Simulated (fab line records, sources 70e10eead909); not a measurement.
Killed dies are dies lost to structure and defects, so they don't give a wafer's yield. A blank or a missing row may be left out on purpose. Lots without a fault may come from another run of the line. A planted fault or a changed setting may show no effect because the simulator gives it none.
A struck lot beside a sound one | flow nand_harc | 18 steps out of a route of 1302
Sound: wafers L740.1, L740.3, L740.4. Struck: wafers L755.2, L755.4, L755.5. The cause comes at the end.
At each step with rows: each side's tool, then ch and its chambers, then its first start. Under that, the readings that differ: sound wafers | struck wafers | difference of the means | sigmas: that difference in standard deviations of wafers without a fault.
alike: readings whose means differ by less than 2 such deviations, and words and numbers that are the same on both sides. not compared: withheld readings, readings that some wafer has no value for, bounds like >300 that may hide the same value, and numbers for which the record gives no deviation and whose values overlap.
The two part at a step that has a row with sigmas, a row that says differs or no value, or rows on one side only. Numbers that don't overlap but have no deviation are shown without sigmas and don't part them. A reading that every wafer of one side lacks parts them only if that side has two wafers or more.

first, 1 step without rows for these wafers: NHARC_P_ZERO_WELL_HARDBAKE_12 (time 65 s).
NHARC_P_ZERO_WELL_DESCUM_13: chemistry O2, time 3 s.
  sound on rie_diel-11 ch 0,1,2, day 3 23:25; struck on rie_diel-10 ch 0,2, day 10 05:24
  alike: drypump_motor_current_A, o2_flow_sccm, oes_product_au, rf_vpp_V, showerhead_plenum_p_Torr, throttle_valve_pct
  not compared: rf_hours_counter_h
NHARC_P_ZERO_WELL_ETCH_65: etches the open film in N2/H2, target depth 80 nm, overetch 24 nm, time 87.88 s.
  sound on rie_diel-11 ch 1,2,3, day 3 23:30; struck on rie_diel-10 ch 1,2,3, day 10 05:29
  alike: drypump_motor_current_A, n2_flow_sccm, oes_product_au, rf_vpp_V, showerhead_plenum_p_Torr, throttle_valve_pct
  not compared: rf_hours_counter_h
NHARC_P_ZERO_WELL_ETCH_62: etches the open film in CHF3/Ar, target depth 13 nm, time 6.5 s.
  sound on rie_diel-11 ch 0,2,3; struck on rie_diel-10 ch 0,2,3
  alike: drypump_motor_current_A, oes_product_au, rf_vpp_V, showerhead_plenum_p_Torr, throttle_valve_pct
  not compared: rf_hours_counter_h
NHARC_P_ZERO_WELL_ETCH_63: etches the open film in HBr/Cl2, target depth 120 nm, time 40.1 s.
  sound on rie_si-05 ch 0,1,3, day 3 23:41; struck on rie_si-05 ch 0,2, day 10 05:41
  alike: drypump_motor_current_A, oes_product_au, throttle_valve_pct
  not compared: rf_hours_counter_h
then, 7 steps without rows for these wafers: NHARC_P_ZERO_WELL_STRIP_15 (strips in SPM, time 900 s); NHARC_P_ZERO_WELL_DEHYDRATE_16 (time 120 s); NHARC_P_ZERO_WELL_HMDS_17 (time 30 s); NHARC_P_ZERO_WELL_COAT_18; NHARC_P_ZERO_WELL_SOFTBAKE_19 (time 95 s); NHARC_P_ZERO_WELL_EBR_20; NHARC_P_ZERO_WELL_EXPOSE_21 (exposes mask P NWELL, target cd 720 nm).
NHARC_P_ZERO_WELL_PEB_22: peb time 85 s.
  sound on litho_track-05 ch 0, day 4 00:31; struck on litho_track-07 ch 0, day 10 06:31
  reading                  | sound                | struck               | difference | sigmas
  heater_power_total_W (W) | 164.17 163.67 163.67 | 155.83 155.73 156.10 | -7.95      | -28
  plate_temp_C (C)         | 117.92 118.10 117.96 | 113.62 113.80 113.71 | -4.28      | -33
  alike: resist_line_temp_C
then, 1 step without rows for these wafers: NHARC_P_ZERO_WELL_DEVELOP_23 (time 70 s).
NHARC_P_ZERO_WELL_CD_MEAS_24: target cd 720 nm.
  sound on cd_sem-01 ch 0, day 4 00:37; struck on cd_sem-01 ch 0, day 10 06:37
  reading    | sound             | struck            | difference | sigmas
  cd_nm (nm) | 721.7 722.1 720.8 | 713.7 711.9 710.4 | -9.5       | -5
then, 1 step without rows for these wafers: NHARC_P_ZERO_WELL_HARDBAKE_25 (time 80 s).
NHARC_P_ZERO_WELL_DESCUM_26: chemistry O2, time 3 s.
  sound on rie_diel-11 ch 1,2,3, day 4 00:50; struck on rie_diel-07 ch 0,2, day 10 06:47
  reading                      | sound             | struck            | difference | sigmas
  o2_flow_sccm (sccm)          | 200.9 200.3 200.0 | 200.0 198.8 198.6 | -1.3       | -2
  oes_product_au (a.u.)        | 1.015 1.008 1.016 | 0.983 0.996 0.986 | -0.025     | -2
  model.P_ZERO_WELL.cd_nm (nm) | 721.2 722.5 720.9 | 714.1 711.8 710.2 | -9.5       |
  alike: drypump_motor_current_A, rf_vpp_V, showerhead_plenum_p_Torr, throttle_valve_pct
  not compared: rf_hours_counter_h
then, 1 step without rows for these wafers: NHARC_P_ZERO_WELL_IMPLANT_27.

WHERE THEY PART
First at NHARC_P_ZERO_WELL_PEB_22; last, within this record, at NHARC_P_ZERO_WELL_DESCUM_26.

WHY: what the simulator had put in
Process parameter drift: litho_track-07, from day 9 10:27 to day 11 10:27, at NHARC_P_ZERO_WELL_PEB_22. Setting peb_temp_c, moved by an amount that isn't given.
